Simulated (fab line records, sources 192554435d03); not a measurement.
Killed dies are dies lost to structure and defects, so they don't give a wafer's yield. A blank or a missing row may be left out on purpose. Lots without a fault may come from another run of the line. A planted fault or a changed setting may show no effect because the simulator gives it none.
Which tool did it? | flow n5_finfet | 7 lots, 21 wafers sampled, at 2 steps of a route of 1938

WHAT THE GAUGES READ, wafer by wafer
N5_PASSIVATION_CD_MEAS_30: target cd 4000 nm.
lot  | measured     | on        | cd_nm (nm)
L777 | day 13 12:39 | cd_sem-03 | 4000.7 4000.8 4001.6
L779 | day 13 23:29 | cd_sem-02 | 3999.3 4002.5 3997.2
L784 | day 15 07:47 | cd_sem-01 | 3996.8 3999.7 3995.9
L786 | day 17 01:07 | cd_sem-02 | 3997.9 4000.1 4000.7
L789 | day 16 13:19 | cd_sem-03 | 4001.0 3999.3 4000.7
L796 | day 17 21:47 | cd_sem-02 | 4003.7 4002.9 4003.9
L798 | day 19 00:08 | cd_sem-01 | 3998.5 4000.9 3997.3

WHICH TOOL RAN EACH LOT (tool, then ch and the chambers of the sampled wafers, then the start)
lot  | N5_PMOS_HMC_CHANNEL_EPI_HM_STRIP_35
L777 | wet_bench-06 ch 2,3,5, day 2 07:36
L779 | wet_bench-06 ch 2,5,6, day 2 19:55
L784 | wet_bench-05 ch 0,3,6, day 4 02:07
L786 | wet_bench-06 ch 3,4,7, day 4 13:39
L789 | wet_bench-05 ch 1,2,3, day 5 08:20
L796 | wet_bench-05 ch 3,4,5, day 7 01:38
L798 | wet_bench-05 ch 3,4,7, day 7 13:26
- N5_PMOS_HMC_CHANNEL_EPI_HM_STRIP_35: strips SiO2 in dHF, material SiO2, target depth 39.6 nm, time 216 s.

THE ANSWER, worked out from the rows above alone
Rule: what is usual is taken from the lots themselves. Put in order of their means at a reading, lots are off if they are a third of the lots or fewer, leave a main group of 4 or more, and stand apart from it by a gap of 3 or more times the standard deviation of the main group's means; of several such gaps the widest counts. A main group whose means are all the same, to the digits that the tables above print for the reading, isn't used. A lot without any number at a reading at which 4 lots or more have one is off too. The other lots that the step has rows for count as sound.
No lot is off at any reading shown: from this, nothing can be told.

WHAT THE SIMULATOR HAD PUT IN
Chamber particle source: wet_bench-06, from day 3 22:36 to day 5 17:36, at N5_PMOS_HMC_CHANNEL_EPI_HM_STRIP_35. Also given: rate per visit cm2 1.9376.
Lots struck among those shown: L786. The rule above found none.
